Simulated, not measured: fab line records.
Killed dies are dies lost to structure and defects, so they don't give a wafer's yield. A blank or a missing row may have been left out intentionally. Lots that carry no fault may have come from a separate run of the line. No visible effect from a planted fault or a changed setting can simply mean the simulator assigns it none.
Matching of chambers    flow n5-finfet    rie-diel-02 running N5_BEOL_M8_ETCH_65: 4 sister chambers
The step etches SiARC in CF4, target depth 15.6 nm, time 26 s. 4 wafers are shown with their chamber, then 8 later ones without.

== EACH WAFER AND ITS CHAMBER ==
wafer   chamber  showerhead-plenum-p-Torr (Torr)
L080.6  0        2.04
L083.1  2        2.20
L083.5  1        2.18
L090.2  3        2.18

== WAFERS WITH NO CHAMBER GIVEN ==
wafer   showerhead-plenum-p-Torr (Torr)
L090.3  2.18
L090.4  2.03
L092.2  2.18
L092.5  2.03
L092.6  2.17
L095.2  2.02
L095.4  2.17
L095.5  2.17

== THE CHAMBER EACH PASSED THROUGH ==
wafer   from the rows above           in truth
L090.3  can't be placed: 1 or 3 or 2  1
L090.4  0                             0
L092.2  can't be placed: 1 or 3 or 2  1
L092.5  0                             0
L092.6  can't be placed: 1 or 3 or 2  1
L095.2  0                             0
L095.4  can't be placed: 1 or 3 or 2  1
L095.5  can't be placed: 1 or 3 or 2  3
Correct placement for 3 of the 8. Can't be placed from these rows: 5 (the true chamber is among the candidates in 5). 0 placed wrongly.
How it was worked out, from the rows above alone: a wafer's distance from a chamber is the root of the sum, over the readings, of the square of ((its reading less the chamber's mean) divided by the reading's scatter). If the next closest chamber is less than 2 further off than the closest, the wafer can't be placed; otherwise it belongs to the closest. The mean given for a chamber averages the wafers shown for that chamber. The scatter (one wafer shown for each chamber): square how far every hidden wafer sits from the nearest shown wafer, average those squares and take the square root.
